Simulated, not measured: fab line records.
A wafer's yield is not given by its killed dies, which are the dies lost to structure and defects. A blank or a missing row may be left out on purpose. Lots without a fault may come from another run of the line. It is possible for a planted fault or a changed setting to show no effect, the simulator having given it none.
fab line records | flow nand-harc | part 2 of 2: steps 5 to 6 of 6
record: lots: 23 wafers: 69 last-day: 33
route steps=1302 shown A_CHANNEL_HOLE_D1@451 A_CHANNEL_HOLE_D2@588 A_STAIRCASE@668
lots untouched by any fault: they come from a run of this same line in which no faults occurred
start-h: the number of hours between the record's first day and the start of the first shown wafer of the lot | wait-h: time in hours since the lot's previous step | " identical to the entry in the row above | L1.1+2: several wafers, shown together as one row | - no value, or no start given | * or withheld: withheld | < > ~ a bound
route shown NAME@n: NAME is a module with steps in the file, n the number in the route of the first one | usual: mean/standard deviation taken from wafers without a fault | same: alike in all rows | chamber/n: place in a boat | sites: readings site by site | _std_site: standard deviation of those values | _edge_site: the outer-site mean with the inner-site mean subtracted | radius-mm: for every site, how far away it sits from the centre of the wafer | mask NAME#n: copy n | behind: the last tool/chamber to shape the wafer | hold: why the lot went on hold/how many hours it stayed there/how the hold came to an end | device: transistor that didn't switch, given as n, p or np | end of line: tests run on the same wafers once the route is complete | a step without rows: its recipe alone | killed: count of dies lost to structure and defects at first sort (not the wafer's yield) | map: per-die view of a wafer (x killed, . not killed, _ where there is no die)
set.NAME: the setting as run; set.NAME@STEP: as run at that earlier step | model.NAME: the simulator's own value behind a step, which no gauge read
route steps across a sampled set of lots; one table per step, one row per wafer
services: from which hour (start-h, from the record's first day; less than 0 if before it) a tool's chamber was out of use, for how many hours, and why
== steps ==
step: NHARC_A_CHANNEL_HOLE_D2_ETCH_22
recipe: bias-v: 3000 source-w: withheld pressure-mtorr: 20 time-s: 666.7 ar-flow-sccm: 375 c4f8-flow-sccm: 89.3 o2-flow-sccm: 35.7 temp-c: -20 target-depth-a: 16000 chemistry: C4F8/O2/Ar
usual: drypump-motor-current-A: 6.0/0.65 mfc-ar-sccm: 375.1/1.1 showerhead-plenum-p-Torr: 3.67/0.13 throttle-valve-pct: 32.154/0.0087
columns lot.wafer tool chamber start-h wait-h drypump-motor-current-A mfc-ar-sccm rf-hours-counter-h showerhead-plenum-p-Torr throttle-valve-pct
L074.1 har-etch-02 0 284.20 0.4 6.4 376.4 360 3.65 32.156
L074.3 " 1 " " 6.4 373.4 - 3.44 32.142
L074.5 " 0 " " 6.4 376.6 - 3.65 32.148
L075.2 har-etch-01 1 298.99 0.4 4.8 375.7 145 3.67 32.169
L075.4 " 1 " " 4.8 374.0 - 3.67 32.151
L075.5 " 1 " " 4.8 375.7 - 3.67 32.132
L076.4 har-etch-02 1 305.26 0.4 6.4 374.9 - 3.43 32.147
L076.6 " 1 " " 6.3 375.0 - 3.43 32.165
L076.5 " 0 " " 6.4 374.6 - 3.65 32.160
L077.2 har-etch-01 1 324.26 0.4 4.8 373.2 160 3.66 32.162
L077.3 " 0 " " 6.3 376.2 - 3.69 32.145
L077.6 " 0 " " 6.3 374.7 - 3.69 32.155
L078.1 har-etch-01 0 333.82 0.4 6.3 374.8 168 3.69 32.140
L078.3 " 0 " " 6.3 374.6 - 3.69 32.141
L078.6 " 0 " " 6.3 374.7 - 3.69 32.158
L079.2 har-etch-02 1 345.65 0.4 6.4 375.3 395 3.42 32.157
L079.1 " 0 " " 6.4 372.4 395 3.64 32.156
L079.4 " 1 " " 6.4 375.1 - 3.42 32.156
L080.3 har-etch-01 1 346.68 0.4 4.8 374.3 - 3.65 32.156
L080.5 " 1 " " 4.8 376.4 - 3.65 32.171
L080.6 " 0 " " 6.3 375.4 - 3.69 32.151
L081.1 har-etch-02 1 360.67 0.4 6.4 375.0 402 3.42 32.158
L081.4 " 1 " " 6.4 376.0 - 3.42 32.154
L081.6 " 0 " " 6.4 374.4 - 3.63 32.157
L083.1 har-etch-01 1 394.07 0.4 4.8 373.0 195 3.64 32.139
L083.4 " 0 " " 6.3 375.3 - 3.68 32.168
L083.5 " 1 " " 4.8 374.9 - 3.64 32.153
L082.1 har-etch-02 0 394.87 0.4 6.4 375.5 1 3.63 32.155
L082.2 " 1 " " 6.4 374.3 1 3.93 32.161
L082.5 " 1 " " 6.4 375.3 - 3.93 32.137
L085.1 har-etch-02 0 407.68 0.4 6.4 374.2 9 3.62 32.160
L085.4 " 1 " " 6.4 375.2 - 3.93 32.143
L085.6 " 0 " " 6.4 374.8 - 3.62 32.154
L084.1 har-etch-01 1 407.82 0.4 4.9 374.4 207 3.64 32.149
L084.3 " 0 " " 6.3 375.1 - 3.67 32.159
L084.6 " 1 " " 4.8 375.1 - 3.64 32.154
L086.2 har-etch-02 1 411.95 0.4 6.4 374.7 13 3.93 32.161
L086.4 " 1 " " 6.4 376.0 - 3.93 32.150
L086.6 " 1 " " 6.4 373.8 - 3.93 32.138
L087.1 har-etch-02 0 427.32 0.4 6.4 375.8 24 3.61 32.153
L087.4 " 1 " " 6.4 375.6 - 3.92 32.162
L087.5 " 1 " " 6.3 376.1 - 3.92 32.156
L089.2 har-etch-02 0 452.93 0.4 6.4 372.6 35 3.61 32.164
L089.1 " 1 " " 6.4 376.3 35 3.91 32.146
L089.4 " 1 " " 6.4 375.0 - 3.91 32.148
L090.2 har-etch-01 1 455.09 0.4 4.8 375.1 233 3.62 32.147
L090.3 " 1 " " 4.8 376.2 - 3.62 32.169
L090.5 " 1 " " 4.8 374.6 - 3.62 32.153
L088.1 har-etch-02 0 457.17 0.4 6.4 376.2 39 3.60 32.156
L088.4 " 1 " " 6.4 376.8 - 3.91 32.158
L088.6 " 0 " " 6.4 373.6 - 3.60 32.180
L091.4 har-etch-01 0 467.43 0.4 6.3 375.2 - 3.65 32.154
L091.5 " 0 " " 6.3 376.1 - 3.65 32.158
L091.6 " 1 " " 4.8 375.8 - 3.62 32.161
L092.2 har-etch-02 1 469.19 0.4 6.4 375.8 51 3.90 32.164
L092.3 " 0 " " 6.4 376.6 - 3.60 32.150
L092.5 " 1 " " 6.4 374.8 - 3.90 32.163
L093.1 har-etch-01 1 475.56 0.4 4.8 374.9 252 3.61 32.169
L093.4 " 1 " " 4.8 376.1 - 3.61 32.148
L093.6 " 0 " " 6.3 376.5 - 3.64 32.155
L094.2 har-etch-02 1 514.53 0.4 6.4 375.4 74 3.89 32.141
L094.3 " 1 " " 6.4 374.4 - 3.89 32.150
L094.5 " 1 " " 6.4 376.1 - 3.89 32.142
L095.1 har-etch-01 0 515.64 0.4 6.3 376.4 271 3.63 32.151
L095.3 " 0 " " 6.3 373.7 - 3.63 32.153
L095.6 " 1 " " 4.8 376.0 - 3.60 32.153
L097.1 har-etch-01 0 525.19 0.4 6.3 375.9 275 3.63 32.163
L097.2 " 1 " " 4.8 373.0 275 3.60 32.152
L097.4 " 1 " " 4.9 372.5 - 3.60 32.157
step: NHARC_A_STAIRCASE_TRIM_12
recipe: time-s: 211.2 o2-flow-sccm: 500 ar-flow-sccm: 0 bias-w: 0 chemistry: O2
usual: drypump-motor-current-A: 5.7/0.39 mfc-ar-sccm: 0.002/0.0034 oes-product-au: 1.002/0.0098 rf-vpp-V: 57.8/0.84 showerhead-plenum-p-Torr: 3.58/0.16 throttle-valve-pct: 17.037/0.0087
columns lot.wafer tool chamber start-h wait-h drypump-motor-current-A mfc-ar-sccm oes-product-au rf-hours-counter-h rf-vpp-V showerhead-plenum-p-Torr throttle-valve-pct
L074.3 rie-diel-12 3 341.95 0.1 5.6 0.009 1.007 17 57.8 3.61 17.037
L074.1 " 0 " " 6.3 0 1.012 15 58.8 3.80 17.029
L074.5 " 3 " " 5.6 0.009 1.003 - 57.6 3.61 17.055
L075.4 rie-diel-12 3 355.63 0.1 5.7 0.009 0.994 22 59.1 3.60 17.029
L075.2 " 2 " " 5.3 0.001 1.003 22 56.7 3.46 17.043
L075.5 " 0 " " 6.3 0 1.006 - 58.2 3.80 17.038
L076.4 rie-diel-12 3 363.54 0.1 5.7 0.009 0.988 25 57.2 3.60 17.028
L076.6 " 2 " " 5.3 0.001 0.987 - 57.5 3.46 17.040
L076.5 " 3 " " 5.7 0.009 0.991 - 57.6 3.60 17.032
L077.2 rie-diel-12 1 391.12 0.1 5.8 0.006 1.022 29 57.8 3.73 17.033
L077.3 " 3 " " 5.6 0.009 0.996 32 57.8 3.60 17.046
L077.6 " 1 " " 5.8 0.006 1.011 - 58.5 3.73 17.032
L078.3 rie-diel-04 0 396.57 0.1 6.7 0 1.009 6 58.3 3.80 17.031
L078.1 " 3 " " 5.5 0 0.999 6 56.0 3.30 17.037
L078.6 " 0 " " 6.7 0 1.009 - 58.5 3.81 17.036
L079.1 rie-diel-12 3 404.03 0.1 5.6 0.009 0.997 35 58.3 3.60 17.038
L079.2 " 1 " " 5.8 0.006 0.994 35 59.0 3.72 17.037
L079.4 " 2 " " 5.3 0.001 1.006 36 57.8 3.46 17.038
L080.3 rie-diel-12 1 404.24 0.1 5.8 0.006 0.997 35 57.9 3.72 17.038
L080.6 " 3 " " 5.7 0.009 0.985 - 57.4 3.60 17.046
L080.5 " 0 " " 6.3 0 1.008 - 57.9 3.79 17.032
L081.4 rie-diel-04 1 417.83 0.1 5.8 0 1.016 15 58.3 3.49 17.044
L081.1 " 2 " " 5.1 0 1.002 17 57.7 3.76 17.030
L081.6 " 0 " " 6.7 0 1.015 - 58.4 3.80 17.029
L083.1 rie-diel-04 1 451.17 0.1 5.7 0 1.014 25 57.4 3.48 17.032
L083.4 " 2 " " 5.1 0 0.996 26 59.3 3.76 17.046
L083.5 " 1 " " 5.7 0 1.015 - 56.9 3.48 17.044
L082.1 rie-diel-01 2 451.72 0.1 5.9 0.005 0.994 19 59.1 3.49 17.045
L082.2 " 1 " " 5.5 0 1.027 23 56.9 3.66 17.041
L082.5 " 3 " " 5.8 0 1.015 - 58.0 3.35 17.027
L085.4 rie-diel-12 1 464.26 0.1 5.8 0.006 1.004 1 57.2 3.72 17.036
L085.1 " 2 " " 5.3 0.001 0.993 1 57.0 3.45 17.042
L085.6 " 3 " " 5.6 0.009 0.998 - 57.5 3.59 17.034
L084.1 rie-diel-01 1 464.46 0.1 5.6 0 1.025 27 57.5 3.66 17.027
L084.3 " 3 " " 5.8 0 1.020 21 56.7 3.35 17.045
L084.6 " 1 " " 5.6 0 1.020 - 57.9 3.66 17.044
L086.2 rie-diel-04 0 468.24 0.1 6.7 0 0.987 29 57.6 3.79 17.038
L086.4 " 0 " " 6.7 0 0.998 - 57.0 3.79 17.039
L086.6 " 2 " " 5.2 0 0.997 - 57.9 3.76 17.026
L087.4 rie-diel-12 2 483.27 0.1 5.3 0.001 0.982 8 59.1 3.45 17.030
L087.1 " 0 " " 6.3 0 0.983 11 59.1 3.77 17.034
L087.5 " 3 " " 5.6 0.009 0.999 - 57.7 3.59 17.043
L090.2 rie-diel-01 0 509.58 0.1 5.7 0 1.000 46 57.5 3.55 17.053
L090.3 " 2 " " 5.9 0.005 0.989 38 58.6 3.48 17.044
L090.5 " 0 " " 5.7 0 1.003 - 57.5 3.55 17.047
L089.2 rie-diel-12 1 509.96 0.1 5.8 0.006 1.012 16 57.3 3.71 17.038
L089.1 " 2 " " 5.3 0.001 0.990 14 57.4 3.44 17.033
L089.4 " 1 " " 5.8 0.006 1.002 - 57.0 3.71 17.050
L088.4 rie-diel-12 2 512.98 0.1 5.3 0.001 0.987 15 57.3 3.44 17.030
L088.1 " 1 " " 5.8 0.006 1.005 17 56.5 3.71 17.041
L088.6 " 3 " " 5.7 0.009 1.005 - 58.8 3.58 17.034
L092.3 rie-diel-01 2 523.06 0.1 5.9 0.005 1.004 44 59.3 3.48 17.040
L092.2 " 0 " " 5.7 0 1.008 53 58.7 3.55 17.044
L092.5 " 2 " " 5.9 0.005 0.988 - 57.1 3.48 17.024
L091.4 rie-diel-04 3 523.82 0.1 5.5 0 1.003 43 57.0 3.28 17.042
L091.6 " 2 " " 5.1 0 1.015 - 57.9 3.75 17.044
L091.5 " 3 " " 5.5 0 1.005 - 57.9 3.28 17.025
L093.1 rie-diel-04 2 531.88 0.1 5.1 0 1.007 53 58.7 3.74 17.030
L093.4 " 3 " " 5.5 0 1.007 47 55.1 3.28 17.043
L093.6 " 2 " " 5.1 0 0.998 - 58.2 3.74 17.025
L094.3 rie-diel-12 3 571.10 0.1 5.7 0.009 0.995 31 57.7 3.57 17.042
L094.2 " 0 " " 6.3 0 1.002 26 58.5 3.77 17.043
L094.5 " 2 " " 5.3 0.001 0.993 - 56.6 3.43 17.036
L095.3 rie-diel-01 3 571.27 0.1 5.8 0 1.007 0 58.4 3.32 17.038
L095.1 " 2 " " 5.9 0.005 0.996 0 56.8 3.47 17.021
L095.6 " 3 " " 5.8 0 0.999 - 56.3 3.32 17.041
L097.2 rie-diel-12 1 581.09 0.1 5.8 0.006 0.996 39 58.4 3.69 17.045
L097.4 " 2 " " 5.3 0.001 0.990 38 55.9 3.43 17.028
L097.1 " 0 " " 6.3 0 0.994 28 58.8 3.76 17.039
== services ==
columns tool chamber start-h hours kind
rie-diel-07 3 159.10 3.1 repair
rie-diel-07 - 174.20 0.5 repair
pecvd-01 0 178.78 1.8 repair
rie-diel-12 0 180.17 12.2 repair
pecvd-04 - 208.83 1.0 repair
rie-diel-12 - 236.59 7.4 repair
rie-diel-12 - 269.86 9.0 pm
pecvd-01 - 282.67 7.2 repair
rie-diel-07 - 294.20 9.0 pm
rie-diel-07 0 304.44 9.0 repair
pecvd-01 - 311.00 13.0 pm
rie-diel-07 2 339.38 4.8 repair
rie-diel-07 1 341.13 14.0 repair
rie-diel-07 3 375.34 13.3 repair
har-etch-02 - 377.00 17.0 pm
rie-diel-12 - 407.18 1.1 repair
pecvd-01 2 411.19 17.1 repair
rie-diel-12 3 411.25 2.0 repair
rie-diel-12 2 417.94 1.3 repair
rie-diel-12 - 446.86 9.0 pm
rie-diel-07 - 471.20 9.0 pm
rie-diel-12 0 490.37 19.8 repair
pecvd-01 - 492.00 13.0 pm
rie-diel-12 1 571.07 4.2 repair
